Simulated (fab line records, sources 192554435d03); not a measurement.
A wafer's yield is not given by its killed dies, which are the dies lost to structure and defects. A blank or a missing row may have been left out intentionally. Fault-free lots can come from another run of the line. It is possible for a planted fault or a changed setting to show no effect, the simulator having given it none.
Split-lot study    flow n5 finfet    21 wafers read from 7 lots, route of 1938 steps

ON THE SPLIT
At N5_SD_EPI_N_EPI_21 (deposits Si:P, time 690 s), the setting temp c was moved away from the recipe's 680 C on 6 of the 21 wafers read, by -0.7% to +0.7%. This setting was run at the recipe's value on the other wafers.

FROM THE SPLIT TO THE READING: what the file shows between them, 6 steps
- N5_SD_EPI_N_EPI_MEAS_23
- N5_SD_EPI_N_PRECLEAN_24: cleans in O3/DIW, time 60 s
- N5_SD_EPI_N_SRD_25: time 30 s
- N5_SD_EPI_N_PRECLEAN_49: cleans in NF3:NH3, afs cycles 1, time 20 s, sublimation time 60 s
- N5_SD_ACTIVATION_RTA_00: time 0 s
- N5_SD_ACTIVATION_LSA_01: time 0.0008 s

THE READING
RS_SD_N (ohm/sq), read at N5_SD_ACTIVATION_RS_MEAS_03 with a four-point probe. On this fab line, fault-free wafers typically give 21.9 ohm/sq with a standard deviation of 0.31 ohm/sq.

wafer   tool, chamber at the split  temp c as run, C  against the recipe  RS_SD_N, ohm/sq  against lot-mates on the recipe
L074.1  epi rpcvd-03, 0             680               recipe              21.6             -
L074.3  epi rpcvd-03, 0             680               recipe              22.2             -
L074.4  epi rpcvd-03, 0             680               recipe              21.8             -
L078.1  epi rpcvd-03, 0             680               recipe              21.9             -
L078.2  epi rpcvd-03, 0             684.7             +0.7%               20.4             -1.5
L078.5  epi rpcvd-03, 0             684.7             +0.7%               20.2             -1.7
L079.1  epi rpcvd-03, 0             680               recipe              21.3             -
L079.3  epi rpcvd-03, 0             680               recipe              22.0             -
L079.4  epi rpcvd-03, 0             680               recipe              21.9             -
L084.1  epi rpcvd-03, 0             680               recipe              21.6             -
L084.2  epi rpcvd-03, 0             680               recipe              21.4             -
L084.4  epi rpcvd-03, 0             675.3             -0.7%               23.4             +1.9
L085.3  epi rpcvd-03, 0             680               recipe              21.4             -
L085.4  epi rpcvd-03, 0             680               recipe              21.9             -
L085.5  epi rpcvd-03, 0             680               recipe              21.5             -
L086.1  epi rpcvd-01, 0             680               recipe              21.9             -
L086.3  epi rpcvd-01, 0             680               recipe              22.1             -
L086.5  epi rpcvd-01, 0             682.5             +0.4%               21.4             -0.6
L089.3  epi rpcvd-01, 0             684.1             +0.6%               20.4             -1.4
L089.5  epi rpcvd-01, 0             680               recipe              21.8             -
L089.6  epi rpcvd-01, 0             684.1             +0.6%               20.2             -1.6

FIT RESULTS
A straight line over all 21 wafers: RS_SD_N changes by -2.21 ohm/sq for each +1% of temp c; r = -0.94; the points scatter about the line by 0.26 ohm/sq.
The same after taking each lot's own level away (the mean of its wafers on the recipe; 21 wafers): -2.45 ohm/sq for each +1%; r = -0.97; scatter 0.21 ohm/sq.
On that fit, the largest move of temp c shifts the reading by 1.7 ohm/sq.
From 21.50 to 22.00 ohm/sq: that is the span of the lots' own levels, equal to 1.6 times the standard deviation above.
So the lot-to-lot level changes the slope little: the two slopes agree.
Check: -1.71 ohm/sq against its lot-mates is what the line predicts for one of the wafers moved furthest among these (+0.7%) when that wafer is left out of the fit. It came out at -1.5 ohm/sq against them.

OTHER SPLITS ON THESE WAFERS
Before the reading, these wafers also passed through other splits. Each is held against what the fit with the lots' levels taken away leaves over:
other split on the same wafers      wafers away from the commonest value  r with RS_SD_N (lot level and that fit taken away)
N5_DUMMY_GATE_COAT_28 spin rpm      5                                     +0.26
N5_SD_EPI_N_ETCH_45 target depth a  8                                     +0.09

THE WHOLE CHAIN: every reading that the file lists as answering this split, in the file's order
step                         what it does                  reading                                                                          change (the file's fit)               r (the file's)
N5_SD_EPI_N_EPI_21           deposits Si:P, time 690 s     Si-P_of_SD_EPI_N_EPI_21.thk nm (the simulator's own value, which no gauge read)  +6.93 nm for each +1% of the setting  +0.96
N5_SD_EPI_N_EPI_MEAS_23                                    thk nm                                                                           withheld for each +1% of the setting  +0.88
N5_SD_EPI_N_PRECLEAN_24      cleans in O3/DIW, time 60 s   Si-P_of_SD_EPI_N_EPI_21.thk nm (the simulator's own value, which no gauge read)  +6.84 nm for each +1% of the setting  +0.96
N5_SD_ACTIVATION_RS_MEAS_03  measures by four-point-probe  RS_SD_N                                                                          -2.46 for each +1% of the setting     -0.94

THE FILE'S OWN FIT
RS_SD_N changes by -2.46 ohm/sq for each +1% of temp c, r = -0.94.
